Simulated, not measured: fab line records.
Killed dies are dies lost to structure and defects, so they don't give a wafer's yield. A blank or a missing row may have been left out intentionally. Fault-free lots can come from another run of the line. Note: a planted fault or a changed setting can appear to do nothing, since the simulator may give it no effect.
Chamber matching -- flow nandHarc -- rieDiel-10 running NHARC_A_BONDPAD_ETCH_34: 4 sister chambers
The step etches the open film in N2/H2, target depth 60 nm, overetch 18 nm, time 65.91 s. 7 wafers are shown with their chamber, then 7 later ones without.

## WAFERS, EACH WITH ITS CHAMBER
wafer,chamber,drypumpMotorCurrentA (A),rfVppV (V)
L890.6,2,5.5,427.2
L885.1,1,6.8,430.2
L885.5,0,5.9,426.5
L885.6,1,6.8,429.3
L892.3,2,5.4,426.3
L899.1,3,6.2,433.8
L899.5,3,6.2,433.1

## WAFERS MISSING THEIR CHAMBER
wafer,drypumpMotorCurrentA (A),rfVppV (V)
L899.6,5.9,427.5
L900.3,6.8,430.5
L900.5,5.9,426.4
L900.6,6.3,435.3
L901.2,5.4,426.9
L901.5,5.9,428.9
L901.6,6.3,434.0

## WHICH CHAMBER EACH ONE RAN IN
wafer,from the rows above,in truth
L899.6,0,0
L900.3,1,1
L900.5,0,0
L900.6,3,3
L901.2,2,2
L901.5,0,0
L901.6,3,3
Correctly placed: 7 of 7. Can't be placed from these rows: 0. 0 placed wrongly.
How it was worked out, from the rows above alone: a wafer's distance from a chamber is the root of the sum, over the readings, of the square of ((its reading less the chamber's mean) divided by the reading's scatter). If the next closest chamber is less than 2 further off than the closest, the wafer can't be placed; otherwise it belongs to the closest. The mean given for a chamber averages the wafers shown for that chamber. The scatter: the root of (the sum of the squares of (reading less its chamber's mean) over the shown wafers, divided by (wafers less chambers)).
